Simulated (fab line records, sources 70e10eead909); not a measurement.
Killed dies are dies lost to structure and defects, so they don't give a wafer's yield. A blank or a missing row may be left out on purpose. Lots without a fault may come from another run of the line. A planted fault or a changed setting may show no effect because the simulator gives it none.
fab line records | flow nand_harc
record lots=11 wafers=33 last_day=27
route steps=1159 shown P_CONTACT@237 P_M0@261
lots that met no fault: from a run of the same line without faults
start_h: hours from the record's first day to the start of the lot's first wafer shown | wait_h: hours since the lot's step before | " the same as in the row above | L1.1+2: a row that stands for several wafers | - no value, or no start given | * or withheld: withheld | < > ~ a bound
route shown NAME@n: a module of which the file shows steps, and the number in the route of the first | usual: mean/standard deviation of fault-free wafers | same: alike in all rows | chamber/n: place in a boat | sites: the reading at each site | _std_site: their standard deviation | _edge_site: outer sites' mean less inner sites' | radius_mm: how far each site lies from the wafer's centre | mask NAME#n: copy n | behind: the tool/chamber that last shaped the wafer | hold: why the lot was held/for how many hours/how that ended | device: the transistor (n, p or np) that didn't switch | end of line: the same wafers' tests at the end of the route | a step without rows: its recipe alone | killed: dies lost to structure and defects at the first sort, not the wafer's yield | map: a wafer's dies, x killed, . not, _ none there
set.NAME: the setting as run; set.NAME@STEP: as run at that earlier step | model.NAME: the simulator's own value behind a step, which no gauge read
steps of the route over a sample of lots; a table a step, a row a wafer
services: from which hour (start_h, from the record's first day; less than 0 if before it) a tool's chamber was out of use, for how many hours, and why
## steps
# step NHARC_P_CONTACT_ETCH_36
# recipe target_depth_a=2600 over_etch_frac=0.25 time_s=406.25 ion_energy_ev=200 n2_flow_sccm=150 h2_flow_sccm=150 ar_flow_sccm=0 rf_w=400 bias_w=150 chemistry=N2/H2
# usual drypump_motor_current_A=5.9/0.39 oes_product_au=0.999/0.011 rf_vpp_V=431.1/2.5 showerhead_plenum_p_Torr=2.06/0.088 throttle_valve_pct=14.171/0.0096
# same over_etch_frac=0.25
# columns lot.wafer tool chamber start_h wait_h drypump_motor_current_A oes_product_au rf_hours_counter_h rf_vpp_V showerhead_plenum_p_Torr throttle_valve_pct
L343.1 rie_diel-12 2 - - 5.3 1.006 12 428.4 1.97 14.162
L343.4 " 0 " " 5.4 1.019 15 427.3 1.99 14.181
L343.6 " 1 " " 6.3 0.993 - 432.3 2.10 14.182
L342.2 rie_diel-12 0 - - 5.4 1.016 15 429.6 1.99 14.175
L342.1 " 2 " " 5.3 1.009 13 428.0 1.96 14.164
L342.6 " 0 " " 5.4 1.010 - 429.8 1.99 14.136
L340.1 rie_diel-12 0 - - 5.4 1.005 16 429.0 1.99 14.160
L340.5 " 0 " " 5.4 1.009 - 429.3 1.99 14.174
L340.6 " 1 " " 6.4 0.991 - 431.2 2.10 14.179
L346.4 rie_diel-12 1 - - 6.4 0.984 18 432.3 2.10 14.170
L346.5 " 1 " " 6.3 0.993 - 432.4 2.10 14.147
L346.6 " 2 " " 5.3 1.011 - 428.7 1.96 14.175
L345.4 rie_diel-12 3 - - 5.9 0.995 15 434.5 2.20 14.180
L345.6 " 1 " " 6.4 0.982 - 433.7 2.10 14.174
L345.5 " 2 " " 5.3 1.012 - 429.1 1.96 14.160
L348.1 rie_diel-12 0 - - 5.4 1.009 17 429.6 1.99 14.182
L348.2 " 1 " " 6.4 0.994 19 433.2 2.10 14.169
L348.5 " 0 " " 5.4 1.020 - 430.5 1.99 14.177
L351.2 rie_diel-12 2 - - 5.4 1.006 17 429.3 1.96 14.155
L351.1 " 0 " " 5.4 1.000 19 428.8 1.99 14.183
L351.6 " 2 " " 5.3 1.008 - 427.4 1.96 14.180
L354.1 rie_diel-01 0 - - 6.0 1.014 7 431.9 2.08 14.176
L354.2 " 1 " " 6.4 0.979 5 426.8 1.96 14.170
L354.4 " 3 " " 5.7 1.007 8 429.9 2.03 14.176
L358.1 rie_diel-01 3 - - 5.7 0.993 10 430.1 2.03 14.170
L358.2 " 0 " " 6.0 0.991 9 431.6 2.08 14.160
L358.6 " 1 " " 6.4 0.989 - 429.7 1.96 14.162
L357.4 rie_diel-12 1 - - 6.4 0.987 0 433.4 2.09 14.169
L357.6 " 2 " " 5.3 0.992 - 428.8 1.96 14.159
L357.5 " 3 " " 5.9 1.009 - 432.6 2.20 14.164
L360.3 rie_diel-01 3 - - 5.8 0.999 11 429.4 2.03 14.175
L360.1 " 0 " " 6.0 0.987 11 432.5 2.08 14.187
L360.6 " 1 " " 6.4 0.966 - 428.9 1.96 14.168
# step NHARC_P_CONTACT_ETCH_31
# recipe target_depth_a=300 time_s=85.7 ion_energy_ev=120 over_etch_frac=1 ch3f_flow_sccm=50 o2_flow_sccm=30 ar_flow_sccm=200 rf_w=500 bias_w=100 chemistry=CH3F/O2
# usual drypump_motor_current_A=5.8/0.37 oes_product_au=0.982/0.01 rf_vpp_V=244.8/1.7 showerhead_plenum_p_Torr=2.49/0.11 throttle_valve_pct=20.665/0.0096
# same over_etch_frac=1
# columns lot.wafer tool chamber start_h wait_h drypump_motor_current_A oes_product_au rf_hours_counter_h rf_vpp_V showerhead_plenum_p_Torr throttle_valve_pct
L343.1 rie_diel-12 2 - - 5.3 0.992 12 242.3 2.37 20.654
L343.4 " 0 " " 5.4 0.995 15 243.3 2.40 20.675
L343.6 " 3 " " 5.9 0.971 - 246.7 2.64 20.657
L342.2 rie_diel-12 2 - - 5.3 0.986 13 244.1 2.37 20.657
L342.1 " 0 " " 5.4 0.988 15 243.8 2.40 20.655
L342.6 " 1 " " 6.4 0.984 - 244.8 2.52 20.668
L340.1 rie_diel-12 0 - - 5.4 0.992 16 243.0 2.40 20.661
L340.6 " 3 " " 5.9 0.980 - 246.8 2.64 20.672
L340.5 " 0 " " 5.4 0.984 - 242.8 2.40 20.655
L346.4 rie_diel-12 3 - - 5.9 0.989 15 247.2 2.64 20.670
L346.6 " 2 " " 5.3 0.996 - 243.3 2.37 20.667
L346.5 " 3 " " 5.9 0.985 - 248.5 2.64 20.665
L345.4 rie_diel-12 2 - - 5.3 0.993 15 243.9 2.37 20.653
L345.6 " 2 " " 5.3 0.984 - 244.4 2.37 20.656
L345.5 " 3 " " 5.9 0.976 - 247.4 2.64 20.650
L348.2 rie_diel-12 2 - - 5.3 0.994 15 242.7 2.37 20.664
L348.1 " 1 " " 6.3 0.977 19 246.3 2.52 20.661
L348.5 " 3 " " 5.9 0.978 - 246.9 2.64 20.666
L351.1 rie_diel-12 0 - - 5.4 0.999 19 243.1 2.40 20.653
L351.2 " 1 " " 6.4 0.975 21 246.1 2.52 20.659
L351.6 " 2 " " 5.4 0.991 - 243.0 2.37 20.680
L354.2 rie_diel-01 0 - - 6.0 1.000 7 244.2 2.51 20.656
L354.1 " 1 " " 6.4 0.979 6 243.5 2.36 20.656
L354.4 " 2 " " 6.0 0.991 7 245.8 2.61 20.668
L358.2 rie_diel-01 2 - - 6.0 0.986 9 246.4 2.61 20.660
L358.1 " 3 " " 5.7 0.975 10 243.3 2.44 20.678
L358.6 " 1 " " 6.4 0.959 - 242.6 2.36 20.673
L357.4 rie_diel-12 0 - - 5.4 0.976 0 243.5 2.40 20.666
L357.6 " 3 " " 5.9 0.987 - 248.7 2.64 20.674
L357.5 " 0 " " 5.4 0.977 - 241.8 2.40 20.681
L360.1 rie_diel-01 3 - - 5.7 0.958 11 244.0 2.44 20.657
L360.3 " 0 " " 6.0 0.977 11 245.7 2.51 20.662
L360.6 " 2 " " 6.0 0.979 - 246.5 2.61 20.669
# step NHARC_P_CONTACT_DEGAS_38
# recipe temp_c=300 time_s=60
# usual heater_power_w=479/55
# columns lot.wafer tool chamber start_h wait_h heater_power_w
L343.4 pvd_sputter-03 - 170.57 - 449
L343.1 " - " " 452
L343.6 " - " " 430
L342.1 pvd_sputter-01 - 171.64 - 442
L342.2 " - " " 447
L342.6 " - " " 575
L340.1 pvd_sputter-02 - 176.72 - 582
L340.5 " - " " 463
L340.6 " - " " 460
L346.4 pvd_sputter-02 - 184.10 - 589
L346.5 " - " " 595
L346.6 " - " " 461
L345.4 pvd_sputter-01 - 184.50 - 565
L345.6 " - " " 425
L345.5 " - " " 571
L348.1 pvd_sputter-03 - 188.58 - 445
L348.2 " - " " 423
L348.5 " - " " 441
L351.1 pvd_sputter-02 - 197.14 - 468
L351.2 " - " " 605
L351.6 " - " " 478
L354.2 pvd_sputter-03 - 202.02 - 434
L354.4 " - " " 412
L354.1 " - " " 440
L358.2 pvd_sputter-02 - 212.70 - 591
L358.1 " - " " 476
L358.6 " - " " 581
L357.4 pvd_sputter-02 - 213.17 - 462
L357.5 " - " " 464
L357.6 " - " " 485
L360.1 pvd_sputter-03 - 229.51 - 458
L360.3 " - " " 408
L360.6 " - " " 446
# step NHARC_P_M0_PEB_07
# recipe peb_temp_c=100 peb_time_s=65
# columns lot.wafer tool chamber start_h wait_h
L343.1+4+6 litho_track-01 0 175.28 0.1
L342.1+2+6 litho_track-06 0 175.86 0.1
L340.1+5+6 litho_track-01 0 178.89 0.1
L346.4+5+6 litho_track-01 0 190.07 0.0
L345.4+5+6 litho_track-01 0 190.35 0.0
L348.1+2+5 litho_track-04 0 194.93 0.1
L351.1+2+6 litho_track-01 0 200.85 0.1
L354.1+2+4 litho_track-06 0 210.18 0.1
L358.1+2+6 litho_track-04 0 217.34 0.1
L357.4+5+6 litho_track-04 0 217.92 0.0
L360.1+3+6 litho_track-06 0 231.85 0.1
# step NHARC_P_M0_CD_MEAS_09
# recipe target_cd_nm=90 landing_energy_ev=500
# usual cd_nm=90.0/0.53
# columns lot.wafer tool chamber start_h wait_h cd_nm
L343.1 cd_sem-03 0 175.36 - 88.9
L343.4 " 0 " " 89.1
L343.6 " 0 " " 90.2
L342.1 cd_sem-03 0 175.94 - 90.1
L342.2 " 0 " " 90.1
L342.6 " 0 " " 89.9
L340.1 cd_sem-02 0 178.97 - 90.2
L340.5 " 0 " " 89.2
L340.6 " 0 " " 90.0
L346.4 cd_sem-03 0 190.16 - 94.3
L346.5 " 0 " " 89.1
L346.6 " 0 " " 90.3
L345.4 cd_sem-03 0 190.44 - 93.5
L345.5 " 0 " " 89.9
L345.6 " 0 " " 90.2
L348.1 cd_sem-01 0 195.01 - 90.7
L348.2 " 0 " " 91.1
L348.5 " 0 " " 90.6
L351.1 cd_sem-02 0 200.93 - 94.0
L351.2 " 0 " " 89.3
L351.6 " 0 " " 89.6
L354.1 cd_sem-02 0 210.26 - 90.0
L354.2 " 0 " " 90.0
L354.4 " 0 " " 90.0
L358.1 cd_sem-01 0 217.42 - 90.1
L358.2 " 0 " " 90.0
L358.6 " 0 " " 90.2
L357.4 cd_sem-01 0 218.00 - 90.7
L357.5 " 0 " " 90.5
L357.6 " 0 " " 91.0
L360.1 cd_sem-02 0 231.92 - 90.6
L360.3 " 0 " " 90.2
L360.6 " 0 " " 89.7
## services
# columns tool chamber start_h hours kind
rie_diel-12 3 153.24 9.1 repair
rie_diel-12 0 156.94 - clean
rie_diel-12 1 156.94 - clean
rie_diel-12 2 156.94 - clean
pvd_sputter-01 - 158.00 10.0 pm
rie_diel-01 2 166.91 5.6 repair
rie_diel-01 1 173.41 8.6 repair
pvd_sputter-03 - 179.13 6.0 repair
rie_diel-12 0 181.44 - clean
rie_diel-12 1 181.44 - clean
rie_diel-12 2 181.44 - clean
rie_diel-12 3 181.44 - clean
pvd_sputter-01 - 193.37 2.8 repair
rie_diel-12 - 202.44 9.0 pm
rie_diel-12 0 202.44 9.0 vent_cycle
rie_diel-12 1 202.44 9.0 vent_cycle
rie_diel-12 2 202.44 9.0 vent_cycle
rie_diel-12 3 202.44 9.0 vent_cycle
rie_diel-12 0 211.44 - clean
rie_diel-12 1 211.44 - clean
rie_diel-12 2 211.44 - clean
rie_diel-12 3 211.44 - clean
pvd_sputter-02 - 214.07 10.0 pm
rie_diel-01 2 215.67 2.9 repair
## key
first_sign step=NHARC_P_M0_CD_MEAS_09 reading=cd_nm direction=up sigmas=7.5 usual=90.0 struck=93.9
effect none on later readings
met_at NHARC_P_M0_PEB_07
struck_lots L345,L346,L351
struck_wafers L345.4,L346.4,L351.1
not_acting_at NHARC_P_CONTACT_ETCH_36,NHARC_P_CONTACT_ETCH_31,NHARC_P_CONTACT_DEGAS_38
onset_between 178.89 190.07
fault kind=process_parameter_drift tool=litho_track-01 chamber=- onset_h=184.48 steps=NHARC_P_M0_PEB_07 channel=peb_time_s offset=* shape=step end_h=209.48 scope=struck_wafers_only acts_in=* stated=*
